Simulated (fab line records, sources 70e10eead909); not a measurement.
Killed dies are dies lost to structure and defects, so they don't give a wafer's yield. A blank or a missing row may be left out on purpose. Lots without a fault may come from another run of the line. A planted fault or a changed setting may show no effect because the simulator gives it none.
fab line records | flow nand_harc
record lots=6 wafers=18 last_day=33
route steps=1302 shown A_BONDPAD@1211
lots that met no fault: from a run of the same line without faults
start_h: hours from the record's first day to the start of the lot's first wafer shown | wait_h: hours since the lot's step before | " the same as in the row above | L1.1+2: a row that stands for several wafers | - no value, or no start given | * or withheld: withheld | < > ~ a bound
route shown NAME@n: a module of which the file shows steps, and the number in the route of the first | usual: mean/standard deviation of fault-free wafers | same: alike in all rows | chamber/n: place in a boat | sites: the reading at each site | _std_site: their standard deviation | _edge_site: outer sites' mean less inner sites' | radius_mm: how far each site lies from the wafer's centre | mask NAME#n: copy n | behind: the tool/chamber that last shaped the wafer | hold: why the lot was held/for how many hours/how that ended | device: the transistor (n, p or np) that didn't switch | end of line: the same wafers' tests at the end of the route | a step without rows: its recipe alone | killed: dies lost to structure and defects at the first sort, not the wafer's yield | map: a wafer's dies, x killed, . not, _ none there
set.NAME: the setting as run; set.NAME@STEP: as run at that earlier step | model.NAME: the simulator's own value behind a step, which no gauge read
lots at some steps of the route; a table a step, a row a wafer
services: from which hour (start_h, from the record's first day; less than 0 if before it) a tool's chamber was out of use, for how many hours, and why
## steps
# step NHARC_A_BONDPAD_EBR_05
# step NHARC_A_BONDPAD_EXPOSE_06
# recipe na=0.55 dose_mj=36.99 mask_id=A_BPAD
# step NHARC_A_BONDPAD_PEB_07
# recipe peb_temp_c=128 peb_time_s=80
# step NHARC_A_BONDPAD_DEVELOP_08
# recipe time_s=50 dev_temp_c=22
# step NHARC_A_BONDPAD_CD_MEAS_09
# recipe target_cd_nm=500 landing_energy_ev=500
# usual cd_nm=499.8/1.3
# columns lot.wafer tool chamber start_h wait_h cd_nm
L194.1 cd_sem-03 0 547.16 - 499.0
L194.2 " 0 " " 497.0
L194.6 " 0 " " 498.7
L203.2 cd_sem-01 0 632.98 - 499.6
L203.4 " 0 " " 502.9
L203.6 " 0 " " 499.6
L206.1 cd_sem-01 0 674.47 - 499.0
L206.2 " 0 " " 498.6
L206.5 " 0 " " 498.0
L208.2 cd_sem-02 0 677.86 - 499.6
L208.5 " 0 " " 500.7
L208.6 " 0 " " 497.9
L212.1 cd_sem-03 0 703.31 - 501.1
L212.3 " 0 " " 499.6
L212.4 " 0 " " 501.2
L216.1 cd_sem-01 0 752.41 - 498.1
L216.4 " 0 " " 500.7
L216.6 " 0 " " 501.2
# step NHARC_A_BONDPAD_OVL_MEAS_35
# usual overlay_x_nm=-1/5.4 overlay_y_nm=0/4.7
# columns lot.wafer tool chamber start_h wait_h overlay_x_nm overlay_y_nm
L194.1 overlay-02 - 547.25 - -1 2
L194.2 " - " " -1 2
L194.6 " - " " -1 2
L203.2 overlay-02 - 633.07 - 6 5
L203.4 " - " " 6 6
L203.6 " - " " 7 6
L206.1 overlay-02 - 674.56 - 3 2
L206.2 " - " " 4 2
L206.5 " - " " 5 3
L208.2 overlay-01 - 677.94 - -2 6
L208.5 " - " " -1 6
L208.6 " - " " -1 6
L212.1 overlay-01 - 703.40 - -1 1
L212.3 " - " " -1 1
L212.4 " - " " -1 2
L216.1 overlay-02 - 752.50 - -4 0
L216.4 " - " " -4 0
L216.6 " - " " -4 0
# step NHARC_A_BONDPAD_HARDBAKE_10
# recipe temp_c=118 time_s=65
# step NHARC_A_BONDPAD_DESCUM_11
# recipe time_s=3 o2_flow_sccm=200 ar_flow_sccm=0 bias_power_w=0 chemistry=O2
# usual chamber_pressure_mTorr=60.00/0.062 drypump_motor_current_A=5.6/0.58 o2_flow_sccm=200.0/0.67 oes_product_au=0.998/0.0066 rf_vpp_V=57.9/0.89 showerhead_plenum_p_Torr=1.91/0.092 throttle_valve_pct=11.312/0.0088
# columns lot.wafer tool chamber start_h wait_h chamber_pressure_mTorr drypump_motor_current_A o2_flow_sccm oes_product_au rf_hours_counter_h rf_vpp_V showerhead_plenum_p_Torr throttle_valve_pct
L194.1 rie_diel-13 0 547.39 - 59.94 6.4 200.0 0.994 8 57.7 1.84 11.316
L194.2 " 1 " " 59.96 5.3 199.3 1.000 9 58.4 2.02 11.308
L194.6 " 3 " " 59.95 5.2 200.4 0.989 - 58.1 1.82 11.314
L203.2 rie_diel-04 0 633.19 - 59.98 4.9 200.2 0.996 2 57.0 1.97 11.326
L203.4 " 2 " " 59.94 6.5 199.7 0.994 2 59.4 2.05 11.325
L203.6 " 0 " " 59.82 4.9 199.7 0.996 - 58.0 1.97 11.316
L206.2 rie_diel-13 2 674.68 - 60.06 5.2 199.3 0.997 56 57.7 1.84 11.315
L206.1 " 0 " " 59.92 6.4 200.2 0.999 52 56.8 1.83 11.319
L206.5 " 0 " " 60.01 6.4 200.7 1.000 - 57.2 1.83 11.296
L208.2 rie_diel-04 1 678.08 - 59.95 5.1 200.7 1.006 3 58.1 1.81 11.307
L208.5 " 3 " " 59.98 5.6 200.3 1.001 - 57.7 1.89 11.300
L208.6 " 0 " " 60.02 4.9 199.8 1.004 - 58.5 1.97 11.307
L212.4 rie_diel-04 1 703.53 - 59.95 5.1 199.1 0.996 4 58.4 1.81 11.308
L212.3 " 2 " " 60.09 6.5 199.9 1.007 4 59.6 2.05 11.310
L212.1 " 3 " " 60.00 5.7 200.2 1.007 4 56.7 1.89 11.298
L216.4 rie_diel-04 2 752.64 - 59.98 6.5 200.1 0.998 1 58.1 2.05 11.309
L216.1 " 0 " " 60.08 4.9 199.4 0.995 0 57.5 1.97 11.319
L216.6 " 2 " " 60.14 6.5 199.9 0.990 - 58.1 2.05 11.307
# step NHARC_A_BONDPAD_ETCH_34
# recipe target_depth_a=600 overetch_a=180 time_s=65.91 ion_energy_ev=200 n2_flow_sccm=150 h2_flow_sccm=150 ar_flow_sccm=0 rf_w=400 bias_w=150 chemistry=N2/H2
# usual chamber_pressure_mTorr=30.000/0.028 drypump_motor_current_A=5.6/0.58 oes_product_au=0.999/0.0071 rf_vpp_V=430.4/2.9 run_length_s=87.0/0.47 showerhead_plenum_p_Torr=2.04/0.099 throttle_valve_pct=14.171/0.0084
# columns lot.wafer tool chamber start_h wait_h chamber_pressure_mTorr drypump_motor_current_A oes_product_au rf_hours_counter_h rf_vpp_V run_length_s showerhead_plenum_p_Torr throttle_valve_pct
L194.2 rie_diel-13 3 547.46 0.1 29.999 5.2 0.990 9 427.4 87.1 1.94 14.175
L194.1 " 0 " " 29.989 6.4 1.002 8 428.1 87.6 1.96 14.177
L194.6 " 3 " " 30.022 5.2 0.991 - 428.3 87.2 1.94 14.176
L203.2 rie_diel-04 2 633.29 0.1 30.022 6.5 1.002 2 433.7 86.6 2.19 14.159
L203.4 " 3 " " 29.989 5.6 1.007 2 429.3 86.9 2.02 14.167
L203.6 " 2 " " 29.999 6.5 0.999 - 434.4 86.5 2.19 14.162
L206.2 rie_diel-13 0 674.79 0.1 29.985 6.4 1.004 52 428.2 87.4 1.94 14.148
L206.1 " 2 " " 30.003 5.2 0.988 56 428.7 87.0 1.96 14.183
L206.5 " 0 " " 29.986 6.4 1.007 - 427.4 87.8 1.95 14.186
L208.2 rie_diel-04 1 678.16 0.1 30.016 5.0 0.993 3 427.3 87.1 1.92 14.173
L208.5 " 0 " " 30.014 4.9 0.988 - 430.8 86.7 2.10 14.173
L208.6 " 1 " " 29.996 5.1 0.999 - 428.8 87.1 1.92 14.172
L212.4 rie_diel-04 0 703.61 0.1 30.007 4.9 1.002 4 432.2 86.4 2.10 14.180
L212.3 " 1 " " 29.991 5.1 1.009 4 427.7 87.6 1.92 14.169
L212.1 " 3 " " 29.980 5.6 0.992 4 428.8 87.1 2.02 14.170
L216.1 rie_diel-04 0 752.71 0.1 30.010 4.9 1.008 1 432.1 86.4 2.10 14.165
L216.4 " 3 " " 30.016 5.6 1.001 1 430.6 87.3 2.02 14.166
L216.6 " 0 " " 30.011 4.9 1.005 - 433.4 86.7 2.10 14.177
# step NHARC_A_BONDPAD_ETCH_12
# recipe target_depth_a=2200 time_s=110 chf3_flow_sccm=50 o2_flow_sccm=10 ar_flow_sccm=200 rf_w=500 bias_w=200 chemistry=CHF3/O2
# usual chamber_pressure_mTorr=25.000/0.023 drypump_motor_current_A=5.6/0.57 o2_flow_sccm=10.003/0.028 oes_product_au=0.948/0.021 rf_vpp_V=370.7/2.4 run_length_s=131.1/0.49 showerhead_plenum_p_Torr=2.41/0.11 throttle_valve_pct=20.572/0.0091
# columns lot.wafer tool chamber start_h wait_h chamber_pressure_mTorr drypump_motor_current_A o2_flow_sccm oes_product_au rf_hours_counter_h rf_vpp_V run_length_s showerhead_plenum_p_Torr throttle_valve_pct
L194.2 rie_diel-13 0 - - 25.024 6.4 9.984 0.991 8 368.8 131.3 2.31 20.564
L194.1 " 1 " " 24.997 5.3 10.004 0.977 9 373.3 131.5 2.53 20.552
L194.6 " 0 " " 24.984 6.4 9.962 0.985 - 368.3 131.7 2.31 20.587
L203.2 rie_diel-04 2 - - 24.958 6.5 10.041 0.923 2 373.5 130.8 2.57 20.578
L203.4 " 3 " " 24.995 5.6 9.973 0.917 2 368.8 131.4 2.38 20.567
L203.6 " 1 " " 25.005 5.1 9.964 0.926 - 368.2 131.5 2.28 20.559
L206.2 rie_diel-13 3 - - 24.995 5.2 9.930 0.916 53 367.3 131.3 2.27 20.569
L206.1 " 0 " " 25.015 6.4 10.016 0.918 52 368.7 131.4 2.30 20.561
L206.5 " 3 " " 24.982 5.2 9.972 0.915 - 368.3 131.5 2.27 20.555
L208.2 rie_diel-04 0 - - 24.978 4.9 10.065 0.934 3 371.8 131.3 2.47 20.571
L208.5 " 2 " " 25.026 6.5 10.012 0.921 - 373.5 130.8 2.57 20.559
L208.6 " 3 " " 24.979 5.6 10.021 0.921 - 370.8 131.1 2.38 20.581
L212.4 rie_diel-04 1 - - 25.020 5.1 9.993 0.962 4 367.6 131.9 2.28 20.566
L212.3 " 3 " " 25.019 5.6 10.000 0.923 4 368.8 131.0 2.38 20.565
L212.1 " 0 " " 24.998 4.9 10.064 0.927 4 372.2 130.4 2.47 20.585
L216.1 rie_diel-04 0 - - 24.994 4.9 9.992 0.979 1 372.3 130.3 2.47 20.562
L216.4 " 2 " " 25.028 6.5 9.979 0.966 1 374.7 130.4 2.57 20.564
L216.6 " 3 " " 24.983 5.6 9.993 0.974 - 370.8 130.9 2.38 20.587
# step NHARC_A_BONDPAD_CD_MEAS_13
# usual cd_nm=499.2/1.3
# columns lot.wafer tool chamber start_h wait_h cd_nm
L194.1 cd_sem-03 - 547.69 - 498.9
L194.2 " - " " 497.7
L194.6 " - " " 499.4
L203.2 cd_sem-01 - 633.51 - 498.2
L203.4 " - " " 502.2
L203.6 " - " " 498.7
L206.1 cd_sem-03 - 675.04 - 498.9
L206.2 " - " " 498.0
L206.5 " - " " 496.9
L208.2 cd_sem-01 - 678.38 - 498.8
L208.5 " - " " 500.1
L208.6 " - " " 496.7
L212.1 cd_sem-01 - 703.84 - 498.8
L212.3 " - " " 497.7
L212.4 " - " " 499.6
L216.1 cd_sem-01 - 752.94 - 497.0
L216.4 " - " " 499.7
L216.6 " - " " 501.0
# step NHARC_A_BONDPAD_STRIP_15
# recipe o2_flow_sccm=500 ar_flow_sccm=0 bias_w=0 chemistry=O2
# usual chamber_pressure_mTorr=60.00/0.049 drypump_motor_current_A=5.6/0.57 o2_flow_sccm=500.0/1.5 oes_product_au=0.998/0.0083 rf_vpp_V=57.8/0.98 showerhead_plenum_p_Torr=3.55/0.16 throttle_valve_pct=17.036/0.0093
# columns lot.wafer tool chamber start_h wait_h chamber_pressure_mTorr drypump_motor_current_A o2_flow_sccm oes_product_au rf_hours_counter_h rf_vpp_V showerhead_plenum_p_Torr throttle_valve_pct
L194.1 rie_diel-03 3 547.78 0.1 59.92 5.9 501.6 0.994 12 57.4 3.40 17.036
L194.2 " 1 " " 60.04 5.4 501.1 0.986 13 58.7 3.67 17.029
L194.6 " 3 " " 59.95 5.9 500.3 0.995 - 55.9 3.40 17.019
L203.2 rie_diel-04 0 633.59 0.1 60.03 4.9 501.2 0.987 2 59.4 3.62 17.042
L203.4 " 2 " " 59.99 6.5 499.0 0.986 3 58.2 3.77 17.037
L203.6 " 1 " " 60.00 5.0 497.7 0.999 - 57.4 3.35 17.044
L206.2 rie_diel-04 0 675.12 0.1 60.03 4.9 501.1 0.998 3 58.9 3.62 17.043
L206.1 " 3 " " 60.01 5.7 498.6 1.005 3 57.0 3.49 17.028
L206.5 " 1 " " 60.01 5.1 500.2 1.000 - 57.2 3.35 17.039
L208.2 rie_diel-04 2 678.49 0.1 60.00 6.5 497.7 1.007 4 60.2 3.77 17.037
L208.5 " 0 " " 59.95 4.9 500.1 1.010 - 60.1 3.62 17.051
L208.6 " 1 " " 59.97 5.1 502.9 1.002 - 57.9 3.35 17.041
L212.1 rie_diel-03 0 703.92 0.1 60.04 5.3 499.5 0.999 11 58.3 3.80 17.018
L212.3 " 3 " " 60.03 5.9 500.7 1.010 11 56.3 3.39 17.040
L212.4 " 2 " " 60.02 6.3 499.4 1.001 - 59.2 3.53 17.029
L216.1 rie_diel-04 1 753.04 0.1 59.98 5.1 501.8 0.993 1 55.8 3.35 17.034
L216.4 " 2 " " 59.94 6.5 499.6 1.009 1 58.5 3.77 17.051
L216.6 " 1 " " 60.04 5.1 500.6 0.987 - 58.0 3.35 17.051
# step NHARC_A_BONDPAD_ETCH_24
# recipe target_depth_a=300 over_etch_frac=0.3 time_s=72.99 ion_energy_ev=150 cf4_flow_sccm=50 n2_flow_sccm=100 ar_flow_sccm=150 rf_w=300 bias_w=100 chemistry=CF4/N2
# usual chamber_pressure_mTorr=29.996/0.028 drypump_motor_current_A=5.6/0.57 oes_product_au=0.999/0.0076 rf_vpp_V=314.6/2.1 run_length_s=94.1/0.51 showerhead_plenum_p_Torr=2.65/0.12 throttle_valve_pct=19.795/0.009
# same over_etch_frac=0.3
# columns lot.wafer tool chamber start_h wait_h chamber_pressure_mTorr drypump_motor_current_A oes_product_au rf_hours_counter_h rf_vpp_V run_length_s showerhead_plenum_p_Torr throttle_valve_pct
L194.1 rie_diel-03 1 547.91 - 29.967 5.4 1.000 13 317.2 95.3 2.73 19.793
L194.2 " 3 " " 29.991 5.9 1.003 12 313.1 94.5 2.53 19.801
L194.6 " 1 " " 30.003 5.4 1.001 - 316.6 94.9 2.73 19.799
L203.2 rie_diel-04 0 633.75 - 29.977 4.9 1.002 2 315.1 93.5 2.70 19.794
L203.4 " 1 " " 29.984 5.1 1.007 3 311.5 94.7 2.49 19.801
L203.6 " 3 " " 29.996 5.6 0.996 - 313.3 94.3 2.60 19.788
L206.2 rie_diel-04 0 675.28 - 29.968 4.9 0.992 3 315.2 93.3 2.70 19.802
L206.1 " 1 " " 29.976 5.0 1.003 3 312.4 78.0 2.49 19.785
L206.5 " 3 " " 29.997 5.6 0.997 - 313.1 94.0 2.60 19.800
L208.2 rie_diel-04 1 678.61 - 29.983 5.1 0.987 3 313.5 78.3 2.49 19.795
L208.5 " 0 " " 30.035 4.9 0.985 - 316.2 94.1 2.70 19.810
L208.6 " 1 " " 30.011 5.0 0.996 - 312.2 78.1 2.49 19.806
L212.3 rie_diel-03 2 704.10 0.1 29.961 6.2 1.012 12 315.9 93.4 2.62 19.787
L212.1 " 3 " " 30.001 5.9 1.002 11 314.4 94.2 2.52 19.784
L212.4 " 2 " " 30.000 6.2 1.008 - 315.0 93.9 2.62 19.787
L216.1 rie_diel-04 3 753.18 - 30.013 5.6 0.999 1 314.6 94.0 2.60 19.801
L216.4 " 0 " " 30.050 4.9 1.002 1 316.0 94.0 2.70 19.798
L216.6 " 2 " " 29.987 6.5 1.000 - 315.2 93.9 2.81 19.783
# step NHARC_A_BONDPAD_STRIP_16
# recipe time_s=600 temp_c=30 chemistry=post_etch_residue_remover
## services
# columns tool chamber start_h hours kind
rie_diel-04 0 523.55 6.1 repair
rie_diel-04 - 531.95 9.0 pm
rie_diel-04 0 531.95 9.0 vent_cycle
rie_diel-04 1 531.95 9.0 vent_cycle
rie_diel-04 2 531.95 9.0 vent_cycle
rie_diel-04 3 531.95 9.0 vent_cycle
rie_diel-04 0 540.95 - clean
rie_diel-04 1 540.95 - clean
rie_diel-04 2 540.95 - clean
rie_diel-04 3 540.95 - clean
rie_diel-04 0 565.45 - clean
rie_diel-04 1 565.45 - clean
rie_diel-04 2 565.45 - clean
rie_diel-03 2 570.50 5.3 repair
rie_diel-03 1 580.94 8.3 repair
rie_diel-03 - 635.43 9.0 pm
rie_diel-04 1 644.05 14.2 repair
rie_diel-13 0 652.35 1.4 repair
rie_diel-13 1 674.59 5.0 repair
rie_diel-03 1 695.26 15.9 repair
rie_diel-13 - 697.02 9.0 pm
rie_diel-04 - 708.95 9.0 pm
rie_diel-03 3 722.19 18.0 repair
rie_diel-13 2 735.85 6.5 repair
## key
first_sign step=NHARC_A_BONDPAD_ETCH_24 reading=run_length_s direction=down sigmas=32 usual=* struck=*
effect none on later readings
met_at NHARC_A_BONDPAD_ETCH_24
struck_wafers L206.1,L208.2,L208.6
sort_left_out L206.1,L208.2,L208.6
onset_between 633.75 675.28
fault kind=process_parameter_drift tool=rie_diel-04 chamber=1 onset_h=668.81 steps=NHARC_A_BONDPAD_ETCH_24 channel=time_s offset=* shape=step end_h=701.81 acts_in=* stated=*
# sort_left_out: the simulated sort isn't trusted on such a fault, so these wafers' sort isn't shown, and their yield isn't known
